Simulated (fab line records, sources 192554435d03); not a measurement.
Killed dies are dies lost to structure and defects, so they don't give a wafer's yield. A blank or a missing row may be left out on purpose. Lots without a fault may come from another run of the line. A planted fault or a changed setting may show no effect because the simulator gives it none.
Chamber matching | flow n5_finfet | N5_BEOL_M8_ALD_77 on ald_metal-04: 4 sister chambers
The step deposits TaN, target thk 2 nm, pulse time 2 s, purge time 3 s. 4 wafers are shown with their chamber, then 10 later ones without.

WAFERS WITH THEIR CHAMBER
wafer  | chamber | heater_power_w (W)
L092.2 | 2       | 409
L093.2 | 0       | 423
L094.1 | 3       | 375
L094.5 | 1       | 399

WAFERS WITHOUT THEIR CHAMBER
wafer  | heater_power_w (W)
L094.6 | 422
L095.1 | 408
L095.3 | 381
L095.4 | 428
L096.1 | 435
L096.3 | 368
L096.4 | 422
L097.2 | 364
L097.4 | 419
L097.5 | 394

WHICH CHAMBER EACH WENT THROUGH
wafer  | from the rows above     | in truth
L094.6 | can't be placed: 0 or 2 | 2
L095.1 | can't be placed: 2 or 1 | 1
L095.3 | can't be placed: 3 or 1 | 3
L095.4 | 0                       | 0
L096.1 | 0                       | 0
L096.3 | 3                       | 3
L096.4 | can't be placed: 0 or 2 | 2
L097.2 | 3                       | 3
L097.4 | can't be placed: 0 or 2 | 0
L097.5 | can't be placed: 1 or 2 | 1
Placed correctly: 4 of 10. Can't be placed from these rows: 6 (the true chamber is among the candidates in 6). Placed wrongly: 0.
How it was worked out, from the rows above alone: a wafer's distance from a chamber is the root of the sum, over the readings, of the square of ((its reading less the chamber's mean) divided by the reading's scatter). The wafer belongs to the nearest chamber; if the next one is less than 2 further off, it can't be placed. A chamber's mean is the mean of its shown wafers. The scatter: with one shown wafer a chamber, the root of the mean of the squares of how far each hidden wafer lies from its nearest shown one.
